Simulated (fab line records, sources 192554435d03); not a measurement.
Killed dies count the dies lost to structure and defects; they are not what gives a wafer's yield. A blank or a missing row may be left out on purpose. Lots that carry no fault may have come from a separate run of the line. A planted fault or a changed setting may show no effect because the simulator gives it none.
Matching of chambers | flow n5Finfet | N5_BEOL_M5_DEP_56 on pecvd-03 has 3 sister chambers
The step deposits SiCN from 3MS/NH3, target thk 8 nm, time 14 s. 3 wafers are shown with their chamber, then 7 later ones without.

## WAFERS WITH THEIR CHAMBER
wafer  | chamber | throttleValvePct (%)
L082.3 | 2       | 8.2
L087.2 | 0       | 8.5
L087.4 | 1       | 9.5

## WAFERS WITH NO CHAMBER GIVEN
wafer  | throttleValvePct (%)
L087.6 | 9.1
L095.1 | 9.2
L095.2 | 8.8
L095.3 | 8.3
L096.3 | 9.1
L096.5 | 8.8
L096.6 | 8.1

## EACH ONE'S CHAMBER
wafer  | from the rows above          | in truth
L087.6 | can't be placed: 1 or 0 or 2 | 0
L095.1 | can't be placed: 1 or 0      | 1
L095.2 | can't be placed: 0 or 2 or 1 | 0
L095.3 | can't be placed: 2 or 0      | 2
L096.3 | can't be placed: 1 or 0 or 2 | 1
L096.5 | can't be placed: 0 or 2 or 1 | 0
L096.6 | can't be placed: 2 or 0      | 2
Correctly placed: 0 of 7. These rows do not allow placing 7 (true chamber among the candidates in 7). Placed wrongly: 0.
How it was worked out, from the rows above alone: a wafer's distance from a chamber is the root of the sum, over the readings, of the square of ((its reading less the chamber's mean) divided by the reading's scatter). The wafer belongs to the nearest chamber; if the next one is less than 2 further off, it can't be placed. For every chamber, the mean is computed from those of its wafers that are shown. The scatter: with one shown wafer a chamber, the root of the mean of the squares of how far each hidden wafer lies from its nearest shown one.
